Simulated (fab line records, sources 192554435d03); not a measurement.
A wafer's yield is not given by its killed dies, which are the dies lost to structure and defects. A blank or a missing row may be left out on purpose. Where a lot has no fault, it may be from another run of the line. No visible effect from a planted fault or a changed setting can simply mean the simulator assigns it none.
Chamber matching / flow n5Finfet / N5_BEOL_M1_ETCH_70 on rieDiel-03 has 3 sister chambers
The step etches SOC in N2/H2, target depth 80 nm, overetch 16 nm, time 120 s. 16 wafers are shown with their chamber, then 7 later ones without.

== WAFERS, EACH WITH ITS CHAMBER ==
wafer=L077.2; chamber=3; showerheadPlenumPTorr (Torr)=2.62; rfVppV (V)=525.8; throttleValvePct (%)=18.00
wafer=L077.4; chamber=2; showerheadPlenumPTorr (Torr)=2.51; rfVppV (V)=522.4; throttleValvePct (%)=18.25
wafer=L077.5; chamber=0; showerheadPlenumPTorr (Torr)=2.44; rfVppV (V)=520.7; throttleValvePct (%)=18.14
wafer=L083.3; chamber=0; showerheadPlenumPTorr (Torr)=2.43; rfVppV (V)=521.8; throttleValvePct (%)=18.17
wafer=L083.4; chamber=2; showerheadPlenumPTorr (Torr)=2.50; rfVppV (V)=523.7; throttleValvePct (%)=18.27
wafer=L083.5; chamber=2; showerheadPlenumPTorr (Torr)=2.50; rfVppV (V)=522.3; throttleValvePct (%)=18.27
wafer=L084.2; chamber=0; showerheadPlenumPTorr (Torr)=2.43; rfVppV (V)=520.4; throttleValvePct (%)=18.16
wafer=L084.5; chamber=0; showerheadPlenumPTorr (Torr)=2.43; rfVppV (V)=523.4; throttleValvePct (%)=18.14
wafer=L084.6; chamber=2; showerheadPlenumPTorr (Torr)=2.50; rfVppV (V)=524.0; throttleValvePct (%)=18.25
wafer=L087.1; chamber=0; showerheadPlenumPTorr (Torr)=2.42; rfVppV (V)=520.7; throttleValvePct (%)=18.21
wafer=L087.2; chamber=3; showerheadPlenumPTorr (Torr)=2.60; rfVppV (V)=524.9; throttleValvePct (%)=17.63
wafer=L087.5; chamber=2; showerheadPlenumPTorr (Torr)=2.50; rfVppV (V)=523.2; throttleValvePct (%)=17.82
wafer=L086.1; chamber=0; showerheadPlenumPTorr (Torr)=2.42; rfVppV (V)=520.6; throttleValvePct (%)=18.20
wafer=L086.5; chamber=3; showerheadPlenumPTorr (Torr)=2.60; rfVppV (V)=524.2; throttleValvePct (%)=17.63
wafer=L086.6; chamber=0; showerheadPlenumPTorr (Torr)=2.42; rfVppV (V)=520.6; throttleValvePct (%)=18.21
wafer=L096.1; chamber=2; showerheadPlenumPTorr (Torr)=2.50; rfVppV (V)=522.9; throttleValvePct (%)=17.81

SIGNATURES, as means of the wafers listed above
reading=showerheadPlenumPTorr; chamber 0=2.4271; chamber 2=2.5017; chamber 3=2.6067; scatter within a chamber=0.0073
reading=rfVppV; chamber 0=521.171; chamber 2=523.083; chamber 3=524.967; scatter within a chamber=0.907
reading=throttleValvePct; chamber 0=18.1757; chamber 2=18.1117; chamber 3=17.7533; scatter within a chamber=0.167
Rule: for a wafer and a chamber, the distance is found by dividing, reading by reading, the gap between the wafer's reading and the chamber's mean by the reading's scatter, squaring, summing and taking the root. The wafer belongs to the nearest chamber; if the next one is less than 2 further off, it can't be placed. How the scatter is found: for the shown wafers, subtract from each reading the mean of its chamber, square and add these, divide the total by (wafers less chambers), then take the root.

== WAFERS MISSING THEIR CHAMBER ==
wafer=L096.5; showerheadPlenumPTorr (Torr)=2.42; rfVppV (V)=519.6; throttleValvePct (%)=18.21
wafer=L096.6; showerheadPlenumPTorr (Torr)=2.60; rfVppV (V)=525.9; throttleValvePct (%)=17.62
wafer=L093.3; showerheadPlenumPTorr (Torr)=2.60; rfVppV (V)=525.7; throttleValvePct (%)=17.65
wafer=L093.4; showerheadPlenumPTorr (Torr)=2.42; rfVppV (V)=520.7; throttleValvePct (%)=18.22
wafer=L093.6; showerheadPlenumPTorr (Torr)=2.60; rfVppV (V)=524.6; throttleValvePct (%)=17.63
wafer=L090.2; showerheadPlenumPTorr (Torr)=2.42; rfVppV (V)=519.1; throttleValvePct (%)=18.21
wafer=L090.4; showerheadPlenumPTorr (Torr)=2.60; rfVppV (V)=524.9; throttleValvePct (%)=17.63

== CHAMBER TAKEN BY EACH ==
wafer=L096.5; from the rows above=0; in truth=0
wafer=L096.6; from the rows above=3; in truth=3
wafer=L093.3; from the rows above=3; in truth=3
wafer=L093.4; from the rows above=0; in truth=0
wafer=L093.6; from the rows above=3; in truth=3
wafer=L090.2; from the rows above=0; in truth=0
wafer=L090.4; from the rows above=3; in truth=3
Placed correctly: 7 of 7. From these rows, 0 cannot be placed. Placed wrongly: 0.
